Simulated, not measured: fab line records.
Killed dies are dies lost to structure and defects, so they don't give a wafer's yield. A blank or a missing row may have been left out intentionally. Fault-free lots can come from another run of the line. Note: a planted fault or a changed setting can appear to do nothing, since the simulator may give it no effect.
Matching of chambers || flow n5Finfet || N5_BEOL_M15_ETCH_57 on rieDiel-04 has 4 sister chambers
The step etches SOC in N2/H2, time 750 s. 4 wafers are shown with their chamber, then 9 later ones without.

EACH WAFER AND ITS CHAMBER
{"wafer": "L091.6", "chamber": 3, "showerheadPlenumPTorr (Torr)": 2.47}
{"wafer": "L090.2", "chamber": 2, "showerheadPlenumPTorr (Torr)": 2.57}
{"wafer": "L092.1", "chamber": 0, "showerheadPlenumPTorr (Torr)": 2.32}
{"wafer": "L092.5", "chamber": 1, "showerheadPlenumPTorr (Torr)": 2.55}

WAFERS MISSING THEIR CHAMBER
{"wafer": "L095.2", "showerheadPlenumPTorr (Torr)": 2.57}
{"wafer": "L095.4", "showerheadPlenumPTorr (Torr)": 2.32}
{"wafer": "L095.5", "showerheadPlenumPTorr (Torr)": 2.54}
{"wafer": "L097.2", "showerheadPlenumPTorr (Torr)": 2.57}
{"wafer": "L097.3", "showerheadPlenumPTorr (Torr)": 2.54}
{"wafer": "L097.5", "showerheadPlenumPTorr (Torr)": 2.54}
{"wafer": "L096.3", "showerheadPlenumPTorr (Torr)": 2.54}
{"wafer": "L096.4", "showerheadPlenumPTorr (Torr)": 2.57}
{"wafer": "L096.6", "showerheadPlenumPTorr (Torr)": 2.57}

EACH ONE'S CHAMBER
{"wafer": "L095.2", "from the rows above": 2, "in truth": 2}
{"wafer": "L095.4", "from the rows above": 0, "in truth": 0}
{"wafer": "L095.5", "from the rows above": 1, "in truth": 1}
{"wafer": "L097.2", "from the rows above": 2, "in truth": 2}
{"wafer": "L097.3", "from the rows above": 1, "in truth": 1}
{"wafer": "L097.5", "from the rows above": 1, "in truth": 1}
{"wafer": "L096.3", "from the rows above": 1, "in truth": 1}
{"wafer": "L096.4", "from the rows above": 2, "in truth": 2}
{"wafer": "L096.6", "from the rows above": 2, "in truth": 2}
Placed correctly: 9 of 9. Number that these rows cannot place: 0. 0 placed wrongly.
How it was worked out, from the rows above alone: a wafer's distance from a chamber is the root of the sum, over the readings, of the square of ((its reading less the chamber's mean) divided by the reading's scatter). If the next closest chamber is less than 2 further off than the closest, the wafer can't be placed; otherwise it belongs to the closest. A chamber's mean is the mean of its shown wafers. The scatter: root of mean squared gap, hidden wafer to nearest shown wafer, with one shown wafer a chamber.
